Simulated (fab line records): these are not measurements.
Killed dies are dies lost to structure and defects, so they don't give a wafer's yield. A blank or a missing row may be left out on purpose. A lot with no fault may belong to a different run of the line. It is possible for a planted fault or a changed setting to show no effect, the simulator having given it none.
Chamber matching ; flow n5_finfet ; N5_HKMG_FIN_CVD_62 on thermal_cvd_si-02: 3 sister chambers
The step deposits a-Si from Si2H6, target thk 3 nm, time 20.8 s. 3 wafers are shown with their chamber, then 7 later ones without.

== WAFERS PAIRED WITH THEIR CHAMBERS ==
wafer;chamber;heater_power_w (W)
L804.4;1;1452
L804.5;2;1634
L804.6;0;1467

== WAFERS WITHOUT THEIR CHAMBER ==
wafer;heater_power_w (W)
L806.3;1480
L806.6;1476
L814.2;1442
L814.4;1457
L814.5;1597
L816.2;1493
L816.3;1466

== THE CHAMBER EACH PASSED THROUGH ==
wafer;from the rows above;in truth
L806.3;can't be placed: 0 or 1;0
L806.6;can't be placed: 0 or 1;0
L814.2;can't be placed: 1 or 0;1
L814.4;can't be placed: 1 or 0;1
L814.5;2;2
L816.2;can't be placed: 0 or 1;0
L816.3;can't be placed: 0 or 1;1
Placed correctly: 1 of 7. Unplaceable from these rows: 6, with the true chamber sitting among the candidates in 6. Wrongly placed: 0.
How it was worked out, from the rows above alone: a wafer's distance from a chamber is the root of the sum, over the readings, of the square of ((its reading less the chamber's mean) divided by the reading's scatter). The wafer belongs to the nearest chamber; if the next one is less than 2 further off, it can't be placed. For every chamber, the mean is computed from those of its wafers that are shown. The scatter: with one shown wafer a chamber, the root of the mean of the squares of how far each hidden wafer lies from its nearest shown one.
